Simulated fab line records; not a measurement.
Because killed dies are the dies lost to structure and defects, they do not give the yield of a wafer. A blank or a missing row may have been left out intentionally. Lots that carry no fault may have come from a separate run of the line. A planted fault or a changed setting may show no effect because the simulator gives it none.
fab line records || flow n5_finfet
[record] {"lots": 4, "wafers": 12, "last_day": 19}
route steps=1938 shown BEOL_M8@1348 PASSIVATION@1936
lots untouched by any fault: they come from a run of this same line in which no faults occurred
start_h: hours from the record's first day to the start of the lot's first wafer shown || wait_h: hours from the lot's prior step to this one || " identical to the entry in the row above || L1.1+2: a single row standing in for several wafers || - either no value or no given start || * or withheld: withheld || < > ~ a bound
route shown NAME@n: a module of which the file shows steps, and the number in the route of the first || usual: mean/standard deviation of fault-free wafers || same: alike in all rows || chamber/n: place in a boat || sites: per-site readings || _std_site: their standard deviation || _edge_site: the outer-site mean with the inner-site mean subtracted || radius_mm: for every site, how far away it sits from the centre of the wafer || mask NAME#n: copy n || behind: the tool/chamber that last shaped the wafer || hold: what put the lot on hold/how long, in hours/how the hold closed || device: transistor that didn't switch, given as n, p or np || end of line: the tests these same wafers got at the end of their route || step lacking rows: just its recipe || killed: the dies lost at the first sort to structure and to defects; this is not the yield of the wafer || map: a wafer's dies, x killed, . not, _ none there
set.NAME: the setting as run; set.NAME@STEP: as run at that earlier step || model.NAME: the simulator's own value behind a step, which no gauge read
certain route steps with their lots: each step a table, each wafer a row
services: from which hour (start_h, from the record's first day; less than 0 if before it) a tool's chamber was out of use, for how many hours, and why
[[steps]]
[step N5_BEOL_M8_DESCUM_16]
[recipe] {"chemistry": "O2", "time_s": 7.9, "source_power_w": 50, "bias_power_w": 20, "pressure_mtorr": 20, "rf_frequency_hz": 2.712e+07, "temp_c": 40, "resist": "CAR-ArF", "o2_flow_sccm": 225}
[step N5_BEOL_M8_ETCH_61]
[recipe] {"chemistry": "CF4", "target": "SiARC", "target_depth_a": 455, "mask_material": "CAR-ArF", "time_s": 75.8, "ion_energy_ev": 80, "pressure_mtorr": 40, "source_w": 545, "bias_w": 36, "Ar_flow_sccm": 100, "cf4_flow_sccm": 100, "ends": "cleared"}
[step N5_BEOL_M8_ETCH_62]
[recipe] {"chemistry": "N2/H2", "target": "SOC", "target_depth_a": 1100, "overetch_a": 220, "mask_material": "SiARC", "temp_c": 40, "time_s": 165, "ion_energy_ev": 200, "pressure_mtorr": 30, "source_w": 840, "bias_w": 150, "n2_flow_sccm": 200, "h2_flow_sccm": 200}
[step N5_BEOL_M8_STRIP_68]
[recipe] {"chemistry": "N2/H2", "temp_c": 40, "n2_flow_sccm": 200, "h2_flow_sccm": 200, "rf_frequency_hz": 6e+07}
[step N5_BEOL_M8_STRIP_67]
[recipe] {"chemistry": "CF4", "resist": "SiARC", "power_w": 300, "bias_power_w": 75, "pressure_mtorr": 50, "cf4_flow_sccm": 150, "rf_frequency_hz": 6e+07}
[step N5_BEOL_M8_HM_OPEN_17]
[recipe] {"chemistry": "Cl2/BCl3", "target_depth_a": 200, "overetch_a": 60, "target": "TiN", "mask_material": "SOC", "ion_energy_ev": 150, "pressure_mtorr": 10, "icp_w": 1000, "bias_w": 126, "Cl2_flow_sccm": 53.25, "bcl3_flow_sccm": 21.75, "Ar_flow_sccm": 25}
[step N5_BEOL_M8_STRIP_19]
[recipe] {"chemistry": "O2", "power_w": 400, "temp_c": 40, "pressure_mtorr": 30, "rf_frequency_hz": 6e+07, "bias_power_w": 0, "overash_fraction": 0.2, "o2_flow_sccm": 225}
[step N5_BEOL_M8_COAT_63]
[recipe] {"resist": "SOC", "temp_c": 250, "time_s": 60, "spin_rpm": 1500, "resist_thk_nm": 60}
[step N5_BEOL_M8_COAT_64]
[recipe] {"resist": "SiARC", "temp_c": 220, "time_s": 60, "spin_rpm": 1500, "resist_thk_nm": 12}
[step N5_BEOL_M8_COAT_71]
[recipe] {"resist": "underlayer", "temp_c": 205, "time_s": 60, "spin_rpm": 1500, "resist_thk_nm": 5}
[usual] {"dispense_pressure_kPa": "50/5.1", "spin_speed_rpm": "1500.0/1.1"}
{"lot.wafer": "L623.1", "tool": "litho_track-04", "chamber": 0, "start_h": 260.03, "wait_h": "-", "dispense_pressure_kPa": 47, "spin_speed_rpm": 1499.4}
{"lot.wafer": "L623.4", "tool": "litho_track-04", "chamber": 0, "start_h": 260.03, "wait_h": "-", "dispense_pressure_kPa": 47, "spin_speed_rpm": 1501.7}
{"lot.wafer": "L623.6", "tool": "litho_track-04", "chamber": 0, "start_h": 260.03, "wait_h": "-", "dispense_pressure_kPa": 47, "spin_speed_rpm": 1500.4}
{"lot.wafer": "L628.1", "tool": "litho_track-04", "chamber": 0, "start_h": 268.17, "wait_h": "-", "dispense_pressure_kPa": 47, "spin_speed_rpm": 1445.5}
{"lot.wafer": "L628.3", "tool": "litho_track-04", "chamber": 0, "start_h": 268.17, "wait_h": "-", "dispense_pressure_kPa": 47, "spin_speed_rpm": 1445.9}
{"lot.wafer": "L628.4", "tool": "litho_track-04", "chamber": 0, "start_h": 268.17, "wait_h": "-", "dispense_pressure_kPa": 47, "spin_speed_rpm": 1445.1}
{"lot.wafer": "L630.1", "tool": "litho_track-04", "chamber": 0, "start_h": 295.34, "wait_h": "-", "dispense_pressure_kPa": 47, "spin_speed_rpm": 1445.5}
{"lot.wafer": "L630.3", "tool": "litho_track-04", "chamber": 0, "start_h": 295.34, "wait_h": "-", "dispense_pressure_kPa": 47, "spin_speed_rpm": 1444.7}
{"lot.wafer": "L630.4", "tool": "litho_track-04", "chamber": 0, "start_h": 295.34, "wait_h": "-", "dispense_pressure_kPa": 47, "spin_speed_rpm": 1446.0}
{"lot.wafer": "L638.1", "tool": "litho_track-05", "chamber": 0, "start_h": 381.14, "wait_h": "-", "dispense_pressure_kPa": 57, "spin_speed_rpm": 1499.5}
{"lot.wafer": "L638.3", "tool": "litho_track-05", "chamber": 0, "start_h": 381.14, "wait_h": "-", "dispense_pressure_kPa": 57, "spin_speed_rpm": 1499.8}
{"lot.wafer": "L638.5", "tool": "litho_track-05", "chamber": 0, "start_h": 381.14, "wait_h": "-", "dispense_pressure_kPa": 57, "spin_speed_rpm": 1498.8}
[step N5_BEOL_M8_COAT_22]
[recipe] {"resist": "CAR-EUV", "spin_rpm": 1500, "resist_thk_nm": 30}
[step N5_BEOL_M8_EBR_24]
[recipe] {"solvent": "PGMEA", "ebr_width_mm": 1.5}
[step N5_BEOL_M8_SOFTBAKE_23]
[recipe] {"temp_c": 110, "time_s": 60, "resist": "CAR-EUV"}
[step N5_BEOL_M8_EXPOSE_25]
[recipe] {"mask_id": "V7", "na": 0.33, "source_shape": "annular", "sigma_inner": 0.4, "sigma_outer": 0.8, "polarization": "unpolarized", "target_cd_nm": 40, "dose_mj": 42.5}
[step N5_BEOL_M8_PEB_26]
[recipe] {"peb_temp_c": 100, "peb_time_s": 60, "resist": "CAR-EUV"}
[step N5_BEOL_M8_DEVELOP_27]
[recipe] {"develop_time_s": 30, "developer": "TMAH", "resist": "CAR-EUV", "rinse_liquid": "surfactant_rinse", "dry": "air_spin", "dev_temp_c": 23}
[step N5_BEOL_M8_DESCUM_33]
[recipe] {"chemistry": "O2", "time_s": 7, "source_power_w": 50, "bias_power_w": 20, "pressure_mtorr": 20, "rf_frequency_hz": 2.712e+07, "temp_c": 40, "resist": "CAR-EUV", "o2_flow_sccm": 225}
[step N5_BEOL_M8_ETCH_72]
[recipe] {"chemistry": "N2/H2", "target": "underlayer", "target_depth_a": 65, "mask_material": "CAR-EUV", "time_s": 5.2, "ion_energy_ev": 200, "pressure_mtorr": 30, "source_w": 840, "bias_w": 150, "n2_flow_sccm": 200, "h2_flow_sccm": 200, "ends": "cleared"}
[usual] {"drypump_motor_current_A": "5.52/0.22", "etch_rf_on_time_s": "5.23/0.087", "h2_flow_sccm": "199.9/0.58", "oes_product_au": "0.67/0.076", "rf_vpp_V": "523.6/2.7", "showerhead_plenum_p_Torr": "2.53/0.085", "throttle_valve_pct": "17.81/0.23"}
{"lot.wafer": "L623.1", "tool": "rie_diel-03", "chamber": 3, "start_h": 260.59, "wait_h": 0.0, "drypump_motor_current_A": 5.29, "etch_rf_on_time_s": 5.21, "h2_flow_sccm": 199.0, "oes_product_au": 0.71, "rf_hours_counter_h": 72, "rf_vpp_V": 526.7, "showerhead_plenum_p_Torr": 2.57, "throttle_valve_pct": 18.04, "model.etch.depth_nm": 5.009}
{"lot.wafer": "L623.4", "tool": "rie_diel-03", "chamber": 1, "start_h": 260.59, "wait_h": 0.0, "drypump_motor_current_A": 5.47, "etch_rf_on_time_s": 5.28, "h2_flow_sccm": 199.5, "oes_product_au": 0.71, "rf_hours_counter_h": 67, "rf_vpp_V": 526.9, "showerhead_plenum_p_Torr": 2.57, "throttle_valve_pct": 17.50, "model.etch.depth_nm": 5.004}
{"lot.wafer": "L623.6", "tool": "rie_diel-03", "chamber": 1, "start_h": 260.59, "wait_h": 0.0, "drypump_motor_current_A": 5.45, "etch_rf_on_time_s": 5.25, "h2_flow_sccm": 200.1, "oes_product_au": 0.71, "rf_hours_counter_h": "-", "rf_vpp_V": 524.7, "showerhead_plenum_p_Torr": 2.57, "throttle_valve_pct": 17.49, "model.etch.depth_nm": 5.014}
{"lot.wafer": "L628.1", "tool": "rie_diel-06", "chamber": 2, "start_h": 268.59, "wait_h": 0.0, "drypump_motor_current_A": 5.29, "etch_rf_on_time_s": 5.26, "h2_flow_sccm": 199.6, "oes_product_au": 0.61, "rf_hours_counter_h": 223, "rf_vpp_V": 521.9, "showerhead_plenum_p_Torr": 2.51, "throttle_valve_pct": 17.69, "model.etch.depth_nm": 5.088}
{"lot.wafer": "L628.3", "tool": "rie_diel-06", "chamber": 3, "start_h": 268.59, "wait_h": 0.0, "drypump_motor_current_A": 5.31, "etch_rf_on_time_s": 5.33, "h2_flow_sccm": 200.4, "oes_product_au": 0.65, "rf_hours_counter_h": 158, "rf_vpp_V": 523.0, "showerhead_plenum_p_Torr": 2.54, "throttle_valve_pct": 18.05, "model.etch.depth_nm": 5.093}
{"lot.wafer": "L628.4", "tool": "rie_diel-06", "chamber": 0, "start_h": 268.59, "wait_h": 0.0, "drypump_motor_current_A": 5.58, "etch_rf_on_time_s": 5.38, "h2_flow_sccm": 199.1, "oes_product_au": 0.61, "rf_hours_counter_h": 212, "rf_vpp_V": 520.7, "showerhead_plenum_p_Torr": 2.40, "throttle_valve_pct": 18.02, "model.etch.depth_nm": 5.071}
{"lot.wafer": "L630.1", "tool": "rie_diel-06", "chamber": 0, "start_h": 295.90, "wait_h": 0.0, "drypump_motor_current_A": 5.56, "etch_rf_on_time_s": 5.30, "h2_flow_sccm": 199.9, "oes_product_au": 0.60, "rf_hours_counter_h": 225, "rf_vpp_V": 518.9, "showerhead_plenum_p_Torr": 2.40, "throttle_valve_pct": 18.09, "model.etch.depth_nm": 5.079}
{"lot.wafer": "L630.3", "tool": "rie_diel-06", "chamber": 1, "start_h": 295.90, "wait_h": 0.0, "drypump_motor_current_A": 5.83, "etch_rf_on_time_s": 5.22, "h2_flow_sccm": 200.3, "oes_product_au": 0.65, "rf_hours_counter_h": 128, "rf_vpp_V": 523.6, "showerhead_plenum_p_Torr": 2.55, "throttle_valve_pct": 17.59, "model.etch.depth_nm": 5.086}
{"lot.wafer": "L630.4", "tool": "rie_diel-06", "chamber": 0, "start_h": 295.90, "wait_h": 0.0, "drypump_motor_current_A": 5.55, "etch_rf_on_time_s": 5.32, "h2_flow_sccm": 198.8, "oes_product_au": 0.60, "rf_hours_counter_h": "-", "rf_vpp_V": 520.1, "showerhead_plenum_p_Torr": 2.40, "throttle_valve_pct": 18.08, "model.etch.depth_nm": 5.085}
{"lot.wafer": "L638.1", "tool": "rie_diel-05", "chamber": 3, "start_h": 381.62, "wait_h": 0.0, "drypump_motor_current_A": 5.60, "etch_rf_on_time_s": 5.32, "h2_flow_sccm": 200.5, "oes_product_au": 0.67, "rf_hours_counter_h": 105, "rf_vpp_V": 524.3, "showerhead_plenum_p_Torr": 2.56, "throttle_valve_pct": 17.78, "model.etch.depth_nm": 4.996}
{"lot.wafer": "L638.3", "tool": "rie_diel-05", "chamber": 0, "start_h": 381.62, "wait_h": 0.0, "drypump_motor_current_A": 5.12, "etch_rf_on_time_s": 5.31, "h2_flow_sccm": 199.7, "oes_product_au": 0.59, "rf_hours_counter_h": 230, "rf_vpp_V": 523.9, "showerhead_plenum_p_Torr": 2.61, "throttle_valve_pct": 18.23, "model.etch.depth_nm": 5.017}
{"lot.wafer": "L638.5", "tool": "rie_diel-05", "chamber": 2, "start_h": 381.62, "wait_h": 0.0, "drypump_motor_current_A": 5.89, "etch_rf_on_time_s": 5.14, "h2_flow_sccm": 198.9, "oes_product_au": 0.80, "rf_hours_counter_h": "-", "rf_vpp_V": 521.4, "showerhead_plenum_p_Torr": 2.50, "throttle_valve_pct": 17.32, "model.etch.depth_nm": 4.98}
[step N5_BEOL_M8_ETCH_65]
[recipe] {"chemistry": "CF4", "target": "SiARC", "target_depth_a": 156, "mask_material": "CAR-EUV", "time_s": 26, "ion_energy_ev": 80, "pressure_mtorr": 40, "source_w": 545, "bias_w": 36, "Ar_flow_sccm": 100, "cf4_flow_sccm": 100, "ends": "cleared"}
[step N5_PASSIVATION_PROBE_49]
[usual] {"killed_at_M0_to_M3": "36/11", "killed_at_M4_up": "13/5.1", "killed_at_contacts": "14/4.9", "killed_at_front_end": "41/10", "killed_at_other": "3.4/2.6", "killed_dies": "107/16", "killed_open": "70/11", "killed_short": "36/7.8"}
[same] {"gross_dies": 1180, "killed_at_back_side": 0}
{"lot.wafer": "L623.1", "tool": "prober-02", "chamber": "-", "start_h": 340.04, "wait_h": 0.0, "killed_at_M0_to_M3": 34, "killed_at_M4_up": 8, "killed_at_contacts": 12, "killed_at_front_end": 38, "killed_at_other": 3, "killed_dies": 95, "killed_open": 57, "killed_short": 36}
{"lot.wafer": "L623.4", "tool": "prober-02", "chamber": "-", "start_h": 340.19, "wait_h": 0.2, "killed_at_M0_to_M3": 18, "killed_at_M4_up": 11, "killed_at_contacts": 17, "killed_at_front_end": 47, "killed_at_other": 9, "killed_dies": 102, "killed_open": 63, "killed_short": 39}
{"lot.wafer": "L623.6", "tool": "prober-02", "chamber": "-", "start_h": 340.29, "wait_h": 0.3, "killed_at_M0_to_M3": 31, "killed_at_M4_up": 10, "killed_at_contacts": 20, "killed_at_front_end": 39, "killed_at_other": 9, "killed_dies": 109, "killed_open": 73, "killed_short": 36}
{"lot.wafer": "L628.1", "tool": "prober-01", "chamber": "-", "start_h": 341.52, "wait_h": 0.0, "killed_at_M0_to_M3": 40, "killed_at_M4_up": 3, "killed_at_contacts": 23, "killed_at_front_end": 32, "killed_at_other": 5, "killed_dies": 103, "killed_open": 73, "killed_short": 30}
{"lot.wafer": "L628.3", "tool": "prober-01", "chamber": "-", "start_h": 341.62, "wait_h": 0.1, "killed_at_M0_to_M3": 43, "killed_at_M4_up": 13, "killed_at_contacts": 9, "killed_at_front_end": 40, "killed_at_other": 8, "killed_dies": 113, "killed_open": 70, "killed_short": 42}
{"lot.wafer": "L628.4", "tool": "prober-01", "chamber": "-", "start_h": 341.67, "wait_h": 0.2, "killed_at_M0_to_M3": 38, "killed_at_M4_up": 18, "killed_at_contacts": 11, "killed_at_front_end": 38, "killed_at_other": 3, "killed_dies": 108, "killed_open": 73, "killed_short": 33}
{"lot.wafer": "L630.1", "tool": "prober-01", "chamber": "-", "start_h": 363.76, "wait_h": 0.0, "killed_at_M0_to_M3": 21, "killed_at_M4_up": 27, "killed_at_contacts": 13, "killed_at_front_end": 42, "killed_at_other": 6, "killed_dies": 109, "killed_open": 68, "killed_short": 38}
{"lot.wafer": "L630.3", "tool": "prober-01", "chamber": "-", "start_h": 363.86, "wait_h": 0.1, "killed_at_M0_to_M3": 24, "killed_at_M4_up": 8, "killed_at_contacts": 4, "killed_at_front_end": 69, "killed_at_other": 6, "killed_dies": 111, "killed_open": 73, "killed_short": 34}
{"lot.wafer": "L630.4", "tool": "prober-01", "chamber": "-", "start_h": 363.91, "wait_h": 0.2, "killed_at_M0_to_M3": 24, "killed_at_M4_up": 12, "killed_at_contacts": 15, "killed_at_front_end": 44, "killed_at_other": 3, "killed_dies": 98, "killed_open": 69, "killed_short": 28}
{"lot.wafer": "L638.1", "tool": "prober-02", "chamber": "-", "start_h": 460.38, "wait_h": 0.0, "killed_at_M0_to_M3": 29, "killed_at_M4_up": 6, "killed_at_contacts": 12, "killed_at_front_end": 20, "killed_at_other": 2, "killed_dies": 69, "killed_open": 52, "killed_short": 17}
{"lot.wafer": "L638.3", "tool": "prober-02", "chamber": "-", "start_h": 460.48, "wait_h": 0.1, "killed_at_M0_to_M3": 23, "killed_at_M4_up": 9, "killed_at_contacts": 4, "killed_at_front_end": 38, "killed_at_other": 3, "killed_dies": 77, "killed_open": 50, "killed_short": 23}
{"lot.wafer": "L638.5", "tool": "prober-02", "chamber": "-", "start_h": 460.58, "wait_h": 0.2, "killed_at_M0_to_M3": 33, "killed_at_M4_up": 10, "killed_at_contacts": 9, "killed_at_front_end": 29, "killed_at_other": 2, "killed_dies": 83, "killed_open": 57, "killed_short": 26}
// killed by level:class
L623.1 MOL_CONTACT_COAG:geometric_particle:open=11 BEOL_M2:geometric_particle:open=8 FIN_SAQP:geometric_particle:short=7 STI_FIN_REVEAL:geometric_particle:open=6 BEOL_M3:geometric_particle:open=6 GATE_CUT:geometric_particle:short=5 BEOL_M0_SAQP:geometric_particle:short=5 DUMMY_GATE:geometric_particle:open=4
L623.4 FIN_SAQP:geometric_particle:open=12 MOL_CONTACT_COAG:geometric_particle:open=12 FIN_SAQP:geometric_particle:short=11 MOL_CONTACT_COAG:geometric_particle:short=5 STI_FIN_REVEAL:geometric_particle:open=4 GATE_CUT:geometric_particle:open=4 BEOL_M2:geometric_particle:open=4 STI_FIN_REVEAL:geometric_particle:short=3
L623.6 STI_FIN_REVEAL:geometric_particle:open=18 MOL_CONTACT_COAG:geometric_particle:open=11 MOL_CONTACT_COAG:geometric_particle:short=9 BEOL_M0_SAQP:geometric_particle:open=9 BEOL_M0_SAQP:geometric_particle:short=6 BEOL_M2:geometric_particle:open=6 FIN_SAQP:geometric_particle:open=5 PAD_METAL:geometric_particle:short=5
L628.1 MOL_CONTACT_COAG:geometric_particle:open=20 BEOL_M3:geometric_particle:open=18 FIN_SAQP:geometric_particle:open=7 GATE_CUT:geometric_particle:open=6 BEOL_M2:geometric_particle:open=5 DUMMY_GATE:geometric_particle:open=4 BEOL_M0_SAQP:geometric_particle:short=4 BEOL_M1:geometric_particle:open=4
L628.3 BEOL_M3:geometric_particle:open=12 FIN_SAQP:geometric_particle:short=11 BEOL_M0_SAQP:geometric_particle:open=8 MOL_CONTACT_COAG:geometric_particle:open=7 BEOL_M2:geometric_particle:open=6 MIM_TOP:geometric_particle:short=6 DUMMY_GATE:geometric_particle:open=5 GATE_CUT:geometric_particle:open=5
L628.4 BEOL_M3:geometric_particle:open=9 MOL_CONTACT_COAG:geometric_particle:open=8 BEOL_M4:geometric_particle:open=7 FIN_SAQP:geometric_particle:open=6 DUMMY_GATE:geometric_particle:open=6 BEOL_M3:geometric_particle:short=6 BEOL_M2:geometric_particle:open=5 BEOL_M0_SAQP:geometric_particle:open=5
L630.1 BEOL_M4:geometric_particle:open=16 MOL_CONTACT_COAG:geometric_particle:open=11 FIN_SAQP:geometric_particle:short=8 FIN_SAQP:geometric_particle:open=7 BEOL_M3:geometric_particle:open=5 STARTING-WAFER:geometric_particle:open=5 BEOL_M2:geometric_particle:short=4 BEOL_M3:geometric_particle:short=4
L630.3 FIN_SAQP:geometric_particle:open=24 FIN_SAQP:geometric_particle:short=16 BEOL_M1:geometric_particle:open=8 STI_FIN_REVEAL:geometric_particle:open=7 BEOL_M3:geometric_particle:open=7 GATE_CUT:geometric_particle:short=4 BEOL_M4:geometric_particle:open=4 STARTING-WAFER:geometric_particle:open=4
L630.4 MOL_CONTACT_COAG:geometric_particle:open=12 FIN_SAQP:geometric_particle:open=10 BEOL_M3:geometric_particle:open=9 BEOL_M4:geometric_particle:open=8 STI_FIN_REVEAL:geometric_particle:open=7 FIN_SAQP:geometric_particle:short=6 GATE_CUT:geometric_particle:short=5 BEOL_M3:geometric_particle:short=5
L638.1 MOL_CONTACT_COAG:geometric_particle:open=10 BEOL_M0_SAQP:geometric_particle:open=7 FIN_SAQP:geometric_particle:open=6 BEOL_M3:geometric_particle:open=6 BEOL_M0:geometric_particle:open=4 STI_FIN_REVEAL:geometric_particle:open=3 BEOL_M0_SAQP:geometric_particle:short=3 BEOL_M1:geometric_particle:open=3
L638.3 FIN_SAQP:geometric_particle:open=14 FIN_SAQP:geometric_particle:short=8 BEOL_M0_SAQP:geometric_particle:short=6 GATE_CUT:geometric_particle:open=5 MOL_CONTACT_COAG:geometric_particle:open=4 BEOL_M0_SAQP:geometric_particle:open=3 BEOL_M0:geometric_particle:open=3 BEOL_M2:geometric_particle:open=3
L638.5 BEOL_M0_SAQP:geometric_particle:open=9 MOL_CONTACT_COAG:geometric_particle:open=9 BEOL_M2:geometric_particle:open=9 FIN_SAQP:geometric_particle:open=7 BEOL_M0_SAQP:geometric_particle:short=7 GATE_CUT:geometric_particle:short=5 BEOL_M4:geometric_particle:short=5 STI_FIN_REVEAL:geometric_particle:open=4
[[services]]
{"tool": "rie_diel-06", "chamber": 2, "start_h": 285.04, "hours": 20.5, "kind": "repair"}
{"tool": "rie_diel-03", "chamber": 1, "start_h": 290.99, "hours": 9.8, "kind": "repair"}
{"tool": "rie_diel-05", "chamber": 0, "start_h": 297.70, "hours": 19.9, "kind": "repair"}
{"tool": "rie_diel-06", "chamber": 0, "start_h": 300.01, "hours": 1.3, "kind": "repair"}
{"tool": "rie_diel-06", "chamber": 3, "start_h": 303.75, "hours": 16.3, "kind": "repair"}
{"tool": "rie_diel-06", "chamber": 2, "start_h": 311.68, "hours": 4.3, "kind": "repair"}
{"tool": "rie_diel-06", "chamber": "-", "start_h": 315.30, "hours": 0.9, "kind": "repair"}
{"tool": "rie_diel-05", "chamber": 1, "start_h": 340.08, "hours": 4.4, "kind": "repair"}
{"tool": "rie_diel-05", "chamber": 2, "start_h": 342.03, "hours": 3.2, "kind": "repair"}
{"tool": "rie_diel-06", "chamber": 0, "start_h": 358.73, "hours": "-", "kind": "clean"}
{"tool": "rie_diel-06", "chamber": 0, "start_h": 358.73, "hours": "-", "kind": "consumable_replace:focus_ring"}
{"tool": "rie_diel-06", "chamber": 0, "start_h": 358.73, "hours": "-", "kind": "consumable_replace:showerhead"}
{"tool": "rie_diel-06", "chamber": 0, "start_h": 358.73, "hours": 18.1, "kind": "scheduled_down"}
{"tool": "rie_diel-06", "chamber": 0, "start_h": 358.73, "hours": 18.1, "kind": "vent_cycle"}
{"tool": "rie_diel-03", "chamber": 1, "start_h": 369.64, "hours": 16.3, "kind": "repair"}
{"tool": "rie_diel-06", "chamber": 2, "start_h": 376.91, "hours": "-", "kind": "clean"}
{"tool": "rie_diel-06", "chamber": 2, "start_h": 376.91, "hours": "-", "kind": "consumable_replace:focus_ring"}
{"tool": "rie_diel-06", "chamber": 2, "start_h": 376.91, "hours": 14.1, "kind": "scheduled_down"}
{"tool": "rie_diel-06", "chamber": 2, "start_h": 376.91, "hours": 14.1, "kind": "vent_cycle"}
{"tool": "litho_track-05", "chamber": "-", "start_h": 381.05, "hours": "-", "kind": "consumable_replace:filter"}
[[key]]
[first_sign] {"step": "N5_BEOL_M8_COAT_71", "reading": "spin_speed_rpm", "direction": "down", "sigmas": 51, "usual": "*", "struck": "*"}
effect none on later readings
[model_effect] {"step": "N5_BEOL_M8_ETCH_72", "value": "etch.depth_nm", "without": 4.991, "struck": 5.084}
met_at N5_BEOL_M8_COAT_71
struck_wafers L628.1,L628.3,L628.4,L630.1,L630.3,L630.4
tester_left_out L628
onset_between 260.03 268.17
[earlier_fault] {"kind": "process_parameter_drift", "tool": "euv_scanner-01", "chamber": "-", "onset_h": 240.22, "steps": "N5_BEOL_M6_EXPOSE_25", "channel": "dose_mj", "offset": 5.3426, "shape": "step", "acts_in": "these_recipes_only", "stated": 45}
[earlier_fault] {"kind": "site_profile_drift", "tool": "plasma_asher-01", "chamber": 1, "onset_h": 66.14, "steps": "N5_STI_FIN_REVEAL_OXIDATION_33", "basis": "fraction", "max_abs_drift": 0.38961, "slope_share_per_hr": 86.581, "site_pattern": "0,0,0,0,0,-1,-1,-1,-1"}
[fault] {"kind": "process_parameter_drift", "tool": "litho_track-04", "chamber": "-", "onset_h": 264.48, "steps": "N5_BEOL_M8_COAT_71", "channel": "spin_rpm", "offset": "*", "shape": "step", "acts_in": "*", "stated": "*"}
// tester_left_out: of these lots the tester's yield and bins aren't shown, on N5 and GAA mostly nor the transistor test; their killed dies are dies lost to structure and defects alone, not to doping, threshold or leakage, so they don't give the yield
